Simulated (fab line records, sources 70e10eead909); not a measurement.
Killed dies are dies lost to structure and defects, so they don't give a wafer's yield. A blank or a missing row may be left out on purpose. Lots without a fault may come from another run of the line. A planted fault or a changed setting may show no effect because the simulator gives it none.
fab line records | flow nand_harc
record lots=18 wafers=54 last_day=33
route steps=1302 shown A_STAIRCASE@785 A_SGD_CUT@903 A_SLIT@937
lots that met no fault: from a run of the same line without faults
start_h: hours from the record's first day to the start of the lot's first wafer shown | wait_h: hours since the lot's step before | " the same as in the row above | L1.1+2: a row that stands for several wafers | - no value, or no start given | * or withheld: withheld | < > ~ a bound
route shown NAME@n: a module of which the file shows steps, and the number in the route of the first | usual: mean/standard deviation of fault-free wafers | same: alike in all rows | chamber/n: place in a boat | sites: the reading at each site | _std_site: their standard deviation | _edge_site: outer sites' mean less inner sites' | radius_mm: how far each site lies from the wafer's centre | mask NAME#n: copy n | behind: the tool/chamber that last shaped the wafer | hold: why the lot was held/for how many hours/how that ended | device: the transistor (n, p or np) that didn't switch | end of line: the same wafers' tests at the end of the route | a step without rows: its recipe alone | killed: dies lost to structure and defects at the first sort, not the wafer's yield | map: a wafer's dies, x killed, . not, _ none there
set.NAME: the setting as run; set.NAME@STEP: as run at that earlier step | model.NAME: the simulator's own value behind a step, which no gauge read
steps of the route over a sample of lots; a table a step, a row a wafer
services: from which hour (start_h, from the record's first day; less than 0 if before it) a tool's chamber was out of use, for how many hours, and why
## steps
# step NHARC_A_STAIRCASE_ETCH_271
# recipe cf4_flow_sccm=100 chf3_flow_sccm=30 ar_flow_sccm=0 rf_w=500 bias_w=200 chemistry=CF4/CHF3
# usual bias_w=200.0/0.62 chamber_pressure_mTorr=25.000/0.022 chf3_flow_sccm=30.01/0.087 drypump_motor_current_A=5.45/0.29 mfc_ar_sccm=0.011/0.0089 oes_product_au=0.947/0.023 rf_vpp_V=371.0/2.5 showerhead_plenum_p_Torr=1.59/0.07 throttle_valve_pct=16.802/0.009
# columns lot.wafer tool chamber start_h wait_h bias_w chamber_pressure_mTorr chf3_flow_sccm drypump_motor_current_A mfc_ar_sccm oes_product_au rf_hours_counter_h rf_vpp_V showerhead_plenum_p_Torr throttle_valve_pct
L075.2 rie_diel-02 2 389.55 0.1 199.7 25.008 29.86 5.87 0.024 0.953 58 373.0 1.63 16.819
L075.5 " 2 " " 199.2 24.996 30.02 5.85 0.024 0.964 - 371.9 1.63 16.791
L075.6 " 1 " " 200.7 24.971 29.92 5.66 0 0.944 - 367.1 1.46 16.803
L076.2 rie_diel-03 3 389.72 0.1 200.4 24.994 30.05 5.61 0.011 0.938 33 370.6 1.56 16.808
L076.6 " 1 " " 199.1 25.012 30.12 5.82 0 0.921 - 373.1 1.69 16.808
L076.5 " 2 " " 199.9 25.022 30.03 5.38 0.019 0.946 - 370.0 1.60 16.820
L078.3 rie_diel-06 0 414.68 0.2 200.0 24.998 30.06 5.01 0 0.921 29 375.3 1.68 16.811
L078.4 " 1 " " 200.9 24.998 29.97 5.26 0.007 0.887 27 371.4 1.56 16.802
L078.6 " 0 " " 199.3 25.013 30.05 4.99 0 0.921 - 374.0 1.68 16.800
L080.3 rie_diel-06 0 426.69 0.1 199.7 24.982 30.01 5.01 0 0.978 34 376.1 1.68 16.809
L080.1 " 1 " " 200.6 25.020 29.88 5.28 0.007 0.966 31 369.6 1.55 16.806
L080.5 " 1 " " 199.6 25.014 29.98 5.24 0.007 0.970 - 369.8 1.55 16.801
L082.1 rie_diel-03 2 433.86 0.1 200.1 25.028 30.06 5.38 0.019 0.967 53 372.1 1.59 16.809
L082.2 " 0 " " 200.2 25.013 30.03 5.19 0.022 0.980 52 366.8 1.46 16.805
L082.5 " 3 " " 199.2 24.990 30.03 5.60 0.011 0.964 - 369.8 1.55 16.794
L084.3 rie_diel-03 1 469.67 0.1 200.8 25.012 29.95 5.84 0 0.922 1 374.7 1.68 16.811
L084.1 " 2 " " 199.8 24.974 29.83 5.41 0.019 0.951 1 370.2 1.59 16.814
L084.6 " 3 " " 201.2 24.997 30.15 5.64 0.011 0.962 - 369.2 1.55 16.812
L083.2 rie_diel-06 2 472.26 0.1 200.2 25.000 30.12 5.42 0.020 0.944 42 367.4 1.51 16.783
L083.4 " 0 " " 200.3 25.008 30.13 5.02 0 0.933 50 372.9 1.67 16.803
L083.5 " 2 " " 200.8 24.987 29.95 5.41 0.020 0.938 - 367.8 1.51 16.789
L085.1 rie_diel-03 2 488.48 0.1 200.1 24.977 30.05 5.37 0.019 0.954 9 369.8 1.59 16.808
L085.2 " 3 " " 200.3 24.980 30.05 5.64 0.011 0.968 9 368.4 1.55 16.803
L085.4 " 3 " " 200.4 25.006 30.01 5.67 0.011 0.958 - 370.0 1.55 16.816
L087.4 rie_diel-06 3 512.18 0.1 200.9 25.012 29.78 5.91 0.018 0.951 3 370.6 1.59 16.793
L087.1 " 0 " " 200.1 24.986 30.05 5.03 0 0.954 3 374.8 1.67 16.793
L087.6 " 2 " " 199.8 25.009 30.06 5.42 0.020 0.967 - 369.2 1.51 16.800
L088.1 rie_diel-06 1 520.95 0.1 200.3 25.005 30.04 5.24 0.007 0.919 5 370.1 1.55 16.799
L088.2 " 2 " " 199.3 25.022 30.02 5.41 0.020 0.912 6 366.1 1.51 16.803
L088.5 " 2 " " 198.8 25.011 30.16 5.41 0.020 0.907 - 369.1 1.51 16.813
L089.3 rie_diel-06 0 522.97 1.4 199.1 24.977 30.14 5.01 0 0.919 6 372.5 1.67 16.798
L089.1 " 2 " " 199.9 25.038 30.07 5.42 0.020 0.918 7 368.2 1.51 16.800
L089.6 " 0 " " 199.3 25.006 30.03 5.00 0 0.916 - 374.0 1.67 16.793
L090.2 rie_diel-06 0 546.57 0.1 200.2 25.058 30.03 4.99 0 0.923 17 374.3 1.67 16.799
L090.3 " 3 " " 200.0 24.985 29.97 5.94 0.018 0.910 13 371.9 1.59 16.798
L090.6 " 0 " " 199.2 24.981 30.08 4.99 0 0.927 - 375.9 1.67 16.804
L092.4 rie_diel-06 2 553.77 0.1 199.2 24.997 30.09 5.41 0.020 0.921 18 368.9 1.51 16.810
L092.6 " 1 " " 199.9 25.047 29.88 5.24 0.007 0.936 - 369.2 1.55 16.803
L092.5 " 2 " " 200.0 24.982 30.01 5.40 0.020 0.914 - 368.7 1.51 16.812
L091.1 rie_diel-06 3 557.59 0.1 199.8 25.014 29.97 5.93 0.018 0.962 15 372.5 1.59 16.803
L091.2 " 0 " " 200.7 24.997 29.94 5.02 0 0.975 20 373.0 1.67 16.810
L091.3 " 1 " " 200.4 24.980 30.05 5.25 0.007 0.972 20 369.2 1.55 16.806
L093.2 rie_diel-02 2 565.92 0.1 199.9 25.022 30.11 5.87 0.024 0.999 54 372.5 1.62 16.792
L093.3 " 3 " " 200.0 25.013 30.08 5.24 0 0.945 58 370.5 1.57 16.790
L093.6 " 3 " " 200.4 25.047 30.00 5.24 0 0.961 - 370.6 1.57 16.796
L094.1 rie_diel-06 0 578.98 0.1 199.8 24.994 30.04 5.01 0 0.927 30 374.2 1.66 16.801
L094.3 " 1 " " 199.6 25.042 29.99 5.21 0.007 0.960 28 369.1 1.54 16.798
L094.4 " 3 " " 201.0 24.983 30.13 5.89 0.018 0.955 25 370.3 1.59 16.801
L096.4 rie_diel-03 1 588.54 0.1 199.3 25.029 29.89 5.81 0 0.976 43 373.5 1.67 16.811
L096.2 " 2 " " 199.7 24.978 30.01 5.32 0.019 0.933 43 371.5 1.58 16.814
L096.3 " 3 " " 200.3 25.016 29.90 5.65 0.011 0.947 35 369.2 1.55 16.817
L097.1 rie_diel-02 1 597.37 0.1 199.0 25.007 30.01 5.58 0 0.991 7 372.3 1.68 16.777
L097.2 " 2 " " 199.5 24.965 29.97 5.82 0.024 0.986 5 371.3 1.61 16.795
L097.5 " 1 " " 200.2 25.038 30.08 5.59 0 0.982 - 374.8 1.68 16.784
# step NHARC_A_STAIRCASE_HM_OPEN_460
# recipe o2_flow_sccm=400 cos_flow_sccm=20 ar_flow_sccm=0 rf_w=500 bias_w=300 chemistry=O2/COS
# usual bias_w=299.9/0.76 chamber_pressure_mTorr=19.996/0.019 drypump_motor_current_A=5.50/0.28 mfc_ar_sccm=0.011/0.0093 oes_product_au=0.994/0.013 rf_vpp_V=468/3.2 showerhead_plenum_p_Torr=3.16/0.14 throttle_valve_pct=28.330/0.0094
# columns lot.wafer tool chamber start_h wait_h bias_w chamber_pressure_mTorr drypump_motor_current_A mfc_ar_sccm oes_product_au rf_hours_counter_h rf_vpp_V showerhead_plenum_p_Torr throttle_valve_pct
L075.2 rie_diel-03 2 - - 300.6 20.021 5.37 0.019 1.018 39 470 3.17 28.313
L075.5 " 3 " " 298.7 19.975 5.62 0.011 1.020 - 466 3.09 28.339
L075.6 " 0 " " 299.5 20.014 5.21 0.022 1.001 - 463 2.91 28.320
L076.2 rie_diel-06 3 - - 300.6 20.001 5.96 0.018 0.985 23 467 3.17 28.340
L076.5 " 2 " " 299.4 20.004 5.41 0.020 0.984 - 464 3.01 28.327
L076.6 " 3 " " 300.7 19.998 5.95 0.018 0.985 - 468 3.17 28.325
L078.3 rie_diel-02 3 - - 300.5 19.986 5.28 0 1.000 6 467 3.14 28.339
L078.4 " 1 " " 300.5 19.994 5.65 0 1.026 9 474 3.37 28.329
L078.6 " 3 " " 298.7 20.017 5.25 0 1.000 - 469 3.14 28.328
L080.1 rie_diel-02 0 - - 300.2 20.005 5.77 0 0.992 11 464 2.92 28.329
L080.3 " 2 " " 300.4 19.998 5.89 0.024 1.012 10 471 3.23 28.328
L080.5 " 3 " " 301.9 19.994 5.25 0 0.992 - 468 3.14 28.339
L082.2 rie_diel-06 2 - - 300.0 20.007 5.43 0.020 0.980 32 462 3.01 28.333
L082.1 " 0 " " 300.3 19.981 5.02 0 0.992 40 472 3.32 28.333
L082.5 " 1 " " 299.1 19.995 5.23 0.007 0.978 - 466 3.08 28.344
L083.4 rie_diel-03 1 - - 299.0 19.991 5.85 0 0.984 7 472 3.33 28.331
L083.2 " 3 " " 299.0 19.986 5.63 0.011 0.990 5 465 3.08 28.324
L083.5 " 1 " " 299.8 19.985 5.86 0 0.994 - 472 3.33 28.329
L084.3 rie_diel-02 0 - - 299.0 19.970 5.78 0 1.003 26 462 2.91 28.325
L084.1 " 2 " " 299.8 20.023 5.87 0.024 1.005 23 469 3.22 28.331
L084.6 " 1 " " 299.9 19.955 5.61 0 0.991 - 473 3.36 28.326
L085.2 rie_diel-06 2 - - 300.6 20.000 5.43 0.020 1.000 1 464 3.00 28.320
L085.4 " 3 " " 300.5 19.984 5.94 0.018 0.982 0 468 3.16 28.329
L085.1 " 0 " " 300.1 19.987 4.99 0 0.988 0 472 3.32 28.338
L087.1 rie_diel-03 2 - - 299.8 19.983 5.38 0.019 1.006 17 467 3.15 28.327
L087.6 " 2 " " 300.2 20.008 5.39 0.019 1.010 - 465 3.15 28.351
L087.4 " 0 " " 299.9 19.964 5.20 0.022 0.972 - 472 3.37 28.325
L088.2 rie_diel-06 1 - - 300.7 19.980 5.26 0.007 0.988 8 466 3.07 28.340
L088.1 " 2 " " 300.3 20.004 5.41 0.020 0.993 9 464 3.00 28.336
L088.5 " 1 " " 299.7 19.997 5.27 0.007 1.005 - 465 3.07 28.350
L089.3 rie_diel-03 0 - - 301.1 20.010 5.19 0.022 0.970 18 473 3.36 28.332
L089.1 " 1 " " 300.2 19.993 5.86 0 0.975 24 472 3.32 28.334
L089.6 " 1 " " 300.9 20.022 5.85 0 0.989 - 471 3.32 28.304
L090.2 rie_diel-03 0 - - 299.0 20.001 5.23 0.022 0.974 27 472 3.36 28.328
L090.3 " 3 " " 300.2 20.023 5.60 0.011 1.007 26 466 3.07 28.342
L090.6 " 1 " " 299.9 20.001 5.84 0 0.989 - 470 3.32 28.329
L092.4 rie_diel-06 3 - - 300.6 19.989 5.92 0.018 0.992 17 467 3.15 28.334
L092.6 " 2 " " 300.9 19.999 5.42 0.020 0.991 - 465 2.99 28.330
L092.5 " 3 " " 300.8 19.983 5.93 0.018 0.984 - 468 3.15 28.330
L091.2 rie_diel-03 1 - - 298.4 20.007 5.84 0 0.997 36 471 3.31 28.315
L091.1 " 3 " " 299.9 19.965 5.59 0.011 1.006 28 467 3.07 28.336
L091.3 " 0 " " 299.3 19.980 5.19 0.022 0.973 29 471 3.36 28.326
L093.3 rie_diel-06 3 - - 301.0 19.990 5.94 0.018 0.980 23 467 3.15 28.311
L093.2 " 1 " " 300.3 20.035 5.29 0.007 0.999 26 467 3.06 28.323
L093.6 " 3 " " 299.0 20.022 5.92 0.018 0.984 - 468 3.15 28.344
L094.4 rie_diel-02 1 - - 300.6 20.030 5.58 0 1.008 4 473 3.34 28.332
L094.1 " 2 " " 300.3 20.012 5.85 0.024 1.017 2 469 3.20 28.334
L094.3 " 3 " " 300.4 19.969 5.22 0 0.981 2 468 3.11 28.324
L096.4 rie_diel-06 0 - - 300.5 19.995 5.02 0 0.981 36 471 3.30 28.324
L096.3 " 2 " " 300.0 19.981 5.43 0.020 1.009 32 464 2.98 28.319
L096.2 " 3 " " 299.7 20.000 5.94 0.018 0.994 30 469 3.14 28.326
L097.2 rie_diel-03 3 - - 299.7 20.021 5.58 0.011 1.015 40 465 3.06 28.328
L097.1 " 0 " " 300.0 19.980 5.22 0.022 0.997 42 472 3.35 28.310
L097.5 " 2 " " 299.1 20.009 5.36 0.019 0.994 - 468 3.14 28.319
# step NHARC_A_STAIRCASE_DEP_325
# recipe target_thk_a=72000 temp_c=400 target_thk_nm=7200 teos_flow_sccm=200 rf_w=500 material=SiO2
# usual heater_power_w=632/79
# columns lot.wafer tool chamber start_h wait_h heater_power_w
L076.2 pecvd-03 2 436.42 0.3 731
L076.6 " 0 " " 459
L076.5 " 2 " " 600
L075.2 pecvd-04 1 436.42 0.3 744
L075.5 " 2 " " 553
L075.6 " 0 " " 602
L078.3 pecvd-03 0 457.61 0.3 555
L078.6 " 2 " " 601
L078.4 " 1 " " 605
L080.1 pecvd-04 1 475.15 0.1 651
L080.3 " 2 " " 582
L080.5 " 1 " " 594
L082.1 pecvd-02 2 475.16 0.1 737
L082.2 " 0 " " 732
L082.5 " 2 " " 590
L083.2 pecvd-04 1 518.89 0.1 706
L083.5 " 2 " " 511
L083.4 " 0 " " 578
L084.1 pecvd-02 0 529.40 0.2 707
L084.3 " 1 " " 746
L084.6 " 2 " " 616
L085.1 pecvd-02 2 535.97 0.1 724
L085.2 " 0 " " 764
L085.4 " 0 " " 652
L087.1 pecvd-04 1 560.61 0.3 696
L087.4 " 2 " " 511
L087.6 " 1 " " 608
L088.2 pecvd-04 1 569.17 0.1 633
L088.1 " 2 " " 592
L088.5 " 0 " " 583
L089.1 pecvd-02 2 569.23 0.1 642
L089.3 " 1 " " 650
L089.6 " 2 " " 609
L090.3 pecvd-04 1 604.27 0.2 754
L090.2 " 2 " " 550
L090.6 " 1 " " 611
L091.1 pecvd-02 2 612.31 0.1 778
L091.3 " 0 " " 780
L091.2 " 1 " " 638
L092.5 pecvd-03 1 612.59 0.3 595
L092.6 " 2 " " 625
L092.4 " 0 " " 432
L094.1 pecvd-04 2 619.53 0.2 615
L094.3 " 0 " " 667
L094.4 " 1 " " 625
L093.2 pecvd-03 1 619.53 0.2 671
L093.3 " 2 " " 681
L093.6 " 1 " " 590
L096.2 pecvd-03 2 634.02 0.1 757
L096.3 " 0 " " 477
L096.4 " 1 " " 601
L097.2 pecvd-04 2 645.00 0.2 529
L097.1 " 0 " " 708
L097.5 " 1 " " 607
# step NHARC_A_STAIRCASE_STRIP_475
# recipe time_s=20 o2_flow_sccm=500 ar_flow_sccm=0 bias_w=0 chemistry=O2
# usual chamber_pressure_mTorr=60.00/0.053 drypump_motor_current_A=5.52/0.29 mfc_ar_sccm=0.010/0.0093 oes_product_au=0.996/0.013 rf_vpp_V=57.9/0.88 showerhead_plenum_p_Torr=3.59/0.15 throttle_valve_pct=17.035/0.0089
# same bias_w=0 time_s=20
# columns lot.wafer tool chamber start_h wait_h chamber_pressure_mTorr drypump_motor_current_A mfc_ar_sccm oes_product_au rf_hours_counter_h rf_vpp_V showerhead_plenum_p_Torr throttle_valve_pct
L075.2 rie_diel-03 2 - - 60.06 5.43 0.019 1.015 59 58.0 3.57 17.032
L075.6 " 0 " " 60.03 5.21 0.022 1.011 - 56.1 3.28 17.026
L075.5 " 1 " " 60.02 5.85 0 1.011 - 58.4 3.76 17.031
L076.2 rie_diel-02 3 - - 59.98 5.24 0 1.000 15 57.3 3.55 17.028
L076.5 " 3 " " 60.00 5.24 0 1.011 - 56.0 3.55 17.052
L076.6 " 0 " " 60.02 5.79 0 0.992 - 57.6 3.30 17.033
L078.3 rie_diel-03 1 - - 60.06 5.84 0 0.992 7 60.3 3.76 17.040
L078.4 " 2 " " 60.08 5.41 0.019 0.995 4 58.4 3.57 17.040
L078.6 " 3 " " 59.99 5.61 0.011 0.998 - 56.6 3.48 17.034
L080.1 rie_diel-03 1 492.19 0.2 60.03 5.81 0 0.993 14 59.4 3.76 17.014
L080.3 " 2 " " 59.91 5.44 0.019 0.998 11 57.0 3.56 17.034
L080.5 " 2 " " 60.01 5.41 0.019 1.010 - 57.5 3.56 17.033
L082.2 rie_diel-02 3 - - 59.90 5.27 0 1.025 34 57.0 3.53 17.036
L082.1 " 2 " " 59.90 5.89 0.024 1.008 31 58.3 3.63 17.037
L082.5 " 3 " " 60.02 5.23 0 1.026 - 56.9 3.53 17.036
L083.2 rie_diel-03 0 533.75 0.2 59.98 5.22 0.022 0.970 19 57.8 3.80 17.035
L083.4 " 2 " " 60.05 5.36 0.019 1.009 - 57.6 3.56 17.032
L083.5 " 0 " " 60.02 5.21 0.022 0.989 - 58.5 3.80 17.028
L084.1 rie_diel-06 3 - - 60.01 5.95 0.018 0.980 13 58.2 3.56 17.041
L084.3 " 2 " " 60.06 5.42 0.020 0.989 17 57.8 3.38 17.037
L084.6 " 3 " " 60.00 5.96 0.018 0.980 - 56.2 3.56 17.029
L085.2 rie_diel-02 2 - - 60.05 5.85 0.024 1.012 52 57.1 3.62 17.028
L085.4 " 3 " " 60.00 5.24 0 1.000 55 58.4 3.52 17.042
L085.1 " 0 " " 60.06 5.80 0 0.997 55 56.6 3.28 17.039
L087.4 rie_diel-03 0 - - 60.05 5.19 0.022 0.961 31 58.1 3.79 17.024
L087.1 " 1 " " 60.00 5.84 0 0.997 37 58.5 3.74 17.029
L087.6 " 2 " " 59.97 5.43 0.019 1.005 - 57.3 3.55 17.029
L088.1 rie_diel-06 3 - - 60.01 5.95 0.018 0.990 28 56.8 3.55 17.033
L088.2 " 0 " " 59.96 5.01 0 0.982 35 58.5 3.73 17.053
L088.5 " 2 " " 60.07 5.43 0.020 1.004 - 58.5 3.38 17.042
L089.3 rie_diel-03 1 - - 59.94 5.84 0 0.995 43 57.4 3.74 17.020
L089.1 " 3 " " 60.12 5.64 0.011 0.999 34 57.6 3.46 17.033
L089.6 " 1 " " 60.06 5.84 0 1.003 - 58.1 3.74 17.036
L090.3 rie_diel-06 1 - - 60.01 5.28 0.007 1.003 38 59.0 3.46 17.045
L090.2 " 2 " " 60.03 5.43 0.020 1.011 37 56.9 3.37 17.034
L090.6 " 2 " " 60.06 5.43 0.020 1.008 - 58.1 3.37 17.042
L091.1 rie_diel-06 2 - - 60.00 5.41 0.020 0.992 41 57.7 3.37 17.033
L091.2 " 3 " " 59.92 5.96 0.018 1.006 37 56.2 3.55 17.023
L091.3 " 0 " " 60.06 5.01 0 0.981 42 56.7 3.72 17.045
L092.4 rie_diel-02 3 - - 60.01 5.26 0 0.990 19 58.5 3.51 17.028
L092.5 " 0 " " 60.09 5.80 0 0.983 - 57.6 3.80 17.035
L092.6 " 1 " " 59.96 5.54 0 0.998 - 58.9 3.76 17.024
L093.3 rie_diel-06 2 - - 59.86 5.42 0.020 1.000 44 57.3 3.37 17.019
L093.2 " 3 " " 59.98 5.97 0.018 1.004 42 56.8 3.54 17.044
L093.6 " 0 " " 60.03 5.00 0 0.991 - 59.5 3.72 17.036
L094.3 rie_diel-02 3 - - 60.09 5.25 0 0.999 22 57.5 3.51 17.029
L094.4 " 1 " " 59.98 5.56 0 1.005 24 59.5 3.76 17.020
L094.1 " 2 " " 59.99 5.87 0.024 1.011 20 59.2 3.61 17.027
L096.2 rie_diel-02 1 - - 59.98 5.60 0 1.002 28 58.2 3.76 17.018
L096.4 " 3 " " 60.02 5.23 0 1.004 26 58.9 3.51 17.024
L096.3 " 0 " " 59.99 5.81 0 0.969 29 59.2 3.79 17.044
L097.2 rie_diel-02 0 - - 60.10 5.80 0 0.969 33 57.5 3.79 17.044
L097.1 " 1 " " 60.01 5.60 0 1.013 31 58.4 3.76 17.035
L097.5 " 0 " " 60.05 5.81 0 0.980 - 57.6 3.79 17.044
# step NHARC_A_SGD_CUT_INSPECT_11
# usual raw_defect_count=56/34
# columns lot.wafer tool chamber start_h wait_h raw_defect_count
L075.2 defect_inspect-01 - 455.15 0.0 116
L075.5 " - " " 110
L075.6 " - " " 89
L076.2 defect_inspect-02 - 455.57 0.0 8
L076.5 " - " " 18
L076.6 " - " " 13
L078.3 defect_inspect-01 - 477.25 0.0 98
L078.4 " - " " 115
L078.6 " - " " 124
L080.1 defect_inspect-02 - 493.82 0.0 64
L080.3 " - " " 62
L080.5 " - " " 82
L082.1 defect_inspect-01 - 495.87 0.0 132
L082.2 " - " " 108
L082.5 " - " " 102
L083.2 defect_inspect-02 - 535.40 0.0 33
L083.4 " - " " 22
L083.5 " - " " 30
L084.1 defect_inspect-02 - 547.93 0.0 55
L084.3 " - " " 58
L084.6 " - " " 54
L085.1 defect_inspect-02 - 554.74 0.0 70
L085.2 " - " " 58
L085.4 " - " " 72
L087.1 defect_inspect-02 - 576.35 0.0 64
L087.4 " - " " 74
L087.6 " - " " 74
L088.1 defect_inspect-02 - 587.85 0.0 78
L088.2 " - " " 53
L088.5 " - " " 57
L089.1 defect_inspect-01 - 588.03 0.0 86
L089.3 " - " " 87
L089.6 " - " " 101
L090.2 defect_inspect-01 - 620.95 0.0 95
L090.3 " - " " 95
L090.6 " - " " 91
L091.1 defect_inspect-02 - 630.95 0.0 26
L091.2 " - " " 19
L091.3 " - " " 23
L092.4 defect_inspect-01 - 631.23 0.0 73
L092.5 " - " " 88
L092.6 " - " " 100
L093.2 defect_inspect-02 - 637.65 0.0 24
L093.3 " - " " 18
L093.6 " - " " 24
L094.1 defect_inspect-01 - 637.83 0.0 72
L094.3 " - " " 61
L094.4 " - " " 72
L096.2 defect_inspect-01 - 652.07 0.0 5
L096.3 " - " " 4
L096.4 " - " " 9
L097.1 defect_inspect-02 - 661.17 0.0 12
L097.2 " - " " 9
L097.5 " - " " 16
# step NHARC_A_SLIT_ETCH_24
# recipe target_depth_a=1210 time_s=60.5 cf4_flow_sccm=100 chf3_flow_sccm=30 ar_flow_sccm=0 rf_w=500 bias_w=200 chemistry=CF4/CHF3
# usual bias_w=199.9/0.64 chamber_pressure_mTorr=25.000/0.021 chf3_flow_sccm=30.00/0.095 drypump_motor_current_A=5.8/0.46 mfc_ar_sccm=0.004/0.0063 oes_product_au=0.964/0.02 rf_vpp_V=369.8/2.2 showerhead_plenum_p_Torr=1.55/0.06 throttle_valve_pct=16.801/0.0091
# same time_s=60.5
# columns lot.wafer tool chamber start_h wait_h bias_w chamber_pressure_mTorr chf3_flow_sccm drypump_motor_current_A mfc_ar_sccm oes_product_au rf_hours_counter_h rf_vpp_V showerhead_plenum_p_Torr throttle_valve_pct
L076.2 rie_diel-07 1 467.57 0.1 199.5 25.005 29.99 6.3 0 0.964 10.1 368.7 1.50 16.793
L076.6 " 1 " " 199.0 24.962 29.88 6.3 0 0.969 - 370.8 1.50 16.790
L076.5 " 2 " " 200.4 24.962 30.18 5.1 0.020 0.962 - 373.0 1.66 16.817
L075.2 rie_diel-07 1 468.35 0.7 199.6 24.998 29.96 6.3 0 0.954 10.6 367.1 1.50 16.795
L075.5 " 1 " " 199.8 25.002 29.98 6.3 0 0.951 - 368.5 1.50 16.805
L075.6 " 2 " " 200.5 25.017 29.95 5.1 0.020 0.945 - 373.3 1.66 16.815
L078.4 rie_diel-07 0 491.25 0.1 200.4 24.965 30.01 5.2 0.008 0.957 0.3 368.2 1.48 16.802
L078.3 " 2 " " 199.1 25.018 30.04 5.0 0.020 0.955 0.3 372.4 1.66 16.789
L078.6 " 0 " " 200.4 25.014 29.91 5.3 0.008 0.973 - 368.6 1.48 16.818
L082.1 rie_diel-11 1 508.22 0.1 200.3 25.030 29.99 6.3 0.005 0.967 2.7 367.5 1.51 16.804
L082.2 " 2 " " 199.4 24.986 29.93 5.9 0 0.972 3.5 369.0 1.52 16.783
L082.5 " 0 " " 200.4 24.980 30.07 6.0 0 0.967 - 372.8 1.62 16.806
L080.1 rie_diel-01 3 509.11 0.1 199.3 25.015 29.94 5.3 0.004 0.972 6.0 373.9 1.65 16.805
L080.3 " 1 " " 199.6 24.971 29.94 6.2 0.018 0.979 5.4 369.6 1.51 16.805
L080.5 " 3 " " 198.9 25.015 29.93 5.2 0.004 0.962 - 373.3 1.65 16.808
L083.2 rie_diel-01 1 551.80 0.1 199.3 24.976 30.04 6.2 0.018 0.936 8.1 368.5 1.51 16.790
L083.4 " 3 " " 199.0 25.026 30.10 5.2 0.004 0.929 8.7 373.8 1.65 16.788
L083.5 " 1 " " 199.0 25.019 30.10 6.2 0.018 0.932 - 368.0 1.51 16.797
L084.1 rie_diel-11 2 561.34 0.1 200.6 24.991 29.98 5.9 0 0.980 5.9 367.8 1.52 16.798
L084.3 " 0 " " 200.2 24.991 29.94 5.9 0 0.967 4.7 373.8 1.62 16.787
L084.6 " 2 " " 199.8 24.996 30.17 5.9 0 0.972 - 368.5 1.52 16.801
L085.2 rie_diel-11 3 571.49 0.1 200.4 25.013 30.07 5.6 0 0.944 6.4 369.1 1.54 16.790
L085.4 " 0 " " 200.0 24.997 30.03 6.0 0 0.935 5.6 370.8 1.62 16.809
L085.1 " 1 " " 200.1 25.002 30.02 6.2 0.005 0.946 6.1 367.8 1.51 16.796
L087.4 rie_diel-07 1 592.40 0.1 200.9 24.980 29.84 6.3 0 0.933 4.2 368.9 1.50 16.809
L087.1 " 2 " " 199.9 24.969 30.01 5.0 0.020 0.923 4.7 372.9 1.66 16.819
L087.6 " 3 " " 199.5 25.029 30.24 6.5 0 0.955 - 368.0 1.51 16.805
L089.1 rie_diel-07 0 603.81 0.1 199.8 24.988 30.06 5.2 0.008 0.927 4.9 367.7 1.48 16.807
L089.3 " 1 " " 199.0 25.018 29.82 6.3 0 0.892 5.5 367.9 1.50 16.803
L089.6 " 0 " " 199.5 25.005 30.10 5.2 0.008 0.924 - 366.7 1.48 16.801
L088.1 rie_diel-11 2 604.83 0.1 200.2 25.013 30.10 5.9 0 0.975 9.1 369.3 1.52 16.811
L088.2 " 3 " " 199.4 24.998 30.12 5.6 0 0.952 8.1 370.1 1.54 16.777
L088.5 " 0 " " 199.9 24.982 29.93 6.0 0 0.957 - 372.2 1.62 16.825
L090.2 rie_diel-01 0 635.18 0.1 200.7 25.013 30.05 5.8 0 0.988 1.6 373.1 1.60 16.800
L090.3 " 1 " " 200.8 24.973 30.07 6.2 0.018 0.972 2.6 367.8 1.51 16.825
L090.6 " 0 " " 200.6 24.984 29.85 5.8 0 0.996 - 370.7 1.60 16.807
L091.1 rie_diel-07 0 644.19 0.1 199.5 25.028 30.10 5.2 0.008 0.956 7.1 366.3 1.48 16.792
L091.2 " 2 " " 199.3 25.002 30.07 5.0 0.020 0.971 8.2 372.2 1.66 16.784
L091.3 " 3 " " 199.7 25.010 30.14 6.5 0 0.957 7.1 368.4 1.51 16.811
L092.4 rie_diel-01 2 645.03 0.1 200.2 24.975 30.16 5.3 0.003 0.983 3.9 368.2 1.52 16.801
L092.6 " 2 " " 198.6 25.012 29.94 5.3 0.003 0.982 - 367.7 1.52 16.809
L092.5 " 3 " " 200.3 24.972 30.06 5.2 0.004 0.945 - 372.2 1.65 16.804
L093.2 rie_diel-11 0 650.58 0.1 200.7 25.026 30.20 5.9 0 0.976 0.1 373.0 1.62 16.806
L093.3 " 3 " " 200.9 25.009 30.08 5.6 0 0.947 0.1 369.2 1.54 16.800
L093.6 " 1 " " 199.7 24.995 30.04 6.3 0.005 0.981 - 367.8 1.51 16.786
L094.1 rie_diel-01 1 651.50 0.1 200.0 24.985 29.99 6.2 0.018 0.995 4.5 367.9 1.51 16.803
L094.4 " 2 " " 201.4 24.977 29.77 5.2 0.003 0.970 5.1 368.5 1.52 16.814
L094.3 " 3 " " 199.1 25.023 29.92 5.2 0.004 0.946 4.7 374.2 1.65 16.820
L096.2 rie_diel-11 0 663.93 0.1 200.9 25.002 29.93 6.0 0 0.988 1.3 370.8 1.62 16.791
L096.4 " 1 " " 200.1 25.007 30.12 6.2 0.005 0.972 1.3 369.1 1.51 16.792
L096.3 " 3 " " 201.3 24.971 29.97 5.6 0 0.977 0.8 369.9 1.54 16.799
L097.1 rie_diel-07 3 673.23 0.1 199.2 24.978 30.03 6.5 0 0.975 0.7 366.4 1.51 16.802
L097.2 " 1 " " 200.4 25.009 30.10 6.3 0 0.959 0.5 368.4 1.50 16.798
L097.5 " 3 " " 200.6 25.011 30.10 6.5 0 0.975 - 369.6 1.51 16.806
## services
# columns tool chamber start_h hours kind
pecvd-04 - 373.59 0.8 repair
rie_diel-02 0 388.08 3.5 repair
rie_diel-02 - 393.70 9.0 pm
rie_diel-11 1 409.32 2.6 repair
rie_diel-03 1 427.33 3.5 repair
rie_diel-07 2 448.62 4.6 repair
pecvd-04 - 450.01 13.0 pm
rie_diel-11 - 462.45 9.0 pm
pecvd-04 - 463.58 1.4 repair
rie_diel-07 - 471.21 9.0 pm
rie_diel-03 0 481.98 13.0 repair
rie_diel-06 - 484.39 9.0 pm
rie_diel-07 - 495.83 0.4 repair
rie_diel-07 2 498.78 3.8 repair
rie_diel-03 3 517.78 17.8 repair
rie_diel-06 3 518.22 11.4 repair
rie_diel-02 - 570.78 9.0 pm
pecvd-04 2 583.04 2.5 repair
pecvd-04 - 631.01 13.0 pm
rie_diel-03 - 634.91 1.3 repair
rie_diel-03 - 636.26 9.0 pm
rie_diel-07 - 648.21 9.0 pm
rie_diel-06 - 661.55 9.0 pm
rie_diel-02 1 663.83 8.8 repair
## key
fault none
